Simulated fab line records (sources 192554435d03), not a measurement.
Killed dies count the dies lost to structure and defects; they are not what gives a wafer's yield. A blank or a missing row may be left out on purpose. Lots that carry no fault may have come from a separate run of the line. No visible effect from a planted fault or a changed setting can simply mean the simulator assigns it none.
Matching of chambers :: flow n5-finfet :: pecvd-04 running N5_BEOL_M11_DEP_56: 3 sister chambers
The step deposits SiCN from 3MS/NH3, target thk 30 nm, time 10.5 s. 3 wafers are shown with their chamber, then 9 later ones without.

== WAFERS WITH THEIR CHAMBER ==
wafer: L093.1
chamber: 1
throttle-valve-pct (%): 20.1

wafer: L093.2
chamber: 0
throttle-valve-pct (%): 18.1

wafer: L093.3
chamber: 2
throttle-valve-pct (%): 18.1

== WAFERS WITHOUT THEIR CHAMBER ==
wafer: L095.1
throttle-valve-pct (%): 18.0

wafer: L095.2
throttle-valve-pct (%): 20.2

wafer: L095.3
throttle-valve-pct (%): 18.0

wafer: L097.1
throttle-valve-pct (%): 18.0

wafer: L097.3
throttle-valve-pct (%): 20.3

wafer: L097.6
throttle-valve-pct (%): 18.5

wafer: L094.2
throttle-valve-pct (%): 17.8

wafer: L094.4
throttle-valve-pct (%): 18.0

wafer: L094.5
throttle-valve-pct (%): 20.2

== EACH ONE'S CHAMBER ==
wafer: L095.1
from the rows above: can't be placed: 0 or 2
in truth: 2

wafer: L095.2
from the rows above: 1
in truth: 1

wafer: L095.3
from the rows above: can't be placed: 0 or 2
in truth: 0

wafer: L097.1
from the rows above: can't be placed: 0 or 2
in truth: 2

wafer: L097.3
from the rows above: 1
in truth: 1

wafer: L097.6
from the rows above: can't be placed: 0 or 2
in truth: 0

wafer: L094.2
from the rows above: can't be placed: 0 or 2
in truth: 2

wafer: L094.4
from the rows above: can't be placed: 0 or 2
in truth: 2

wafer: L094.5
from the rows above: 1
in truth: 1
Correct placement for 3 of the 9. Cannot be placed on the basis of these rows: 6; the candidates contain the true chamber in 6. Wrongly placed: 0.
How it was worked out, from the rows above alone: a wafer's distance from a chamber is the root of the sum, over the readings, of the square of ((its reading less the chamber's mean) divided by the reading's scatter). The wafer belongs to the nearest chamber; if the next one is less than 2 further off, it can't be placed. For every chamber, the mean is computed from those of its wafers that are shown. The scatter: root of mean squared gap, hidden wafer to nearest shown wafer, with one shown wafer a chamber.
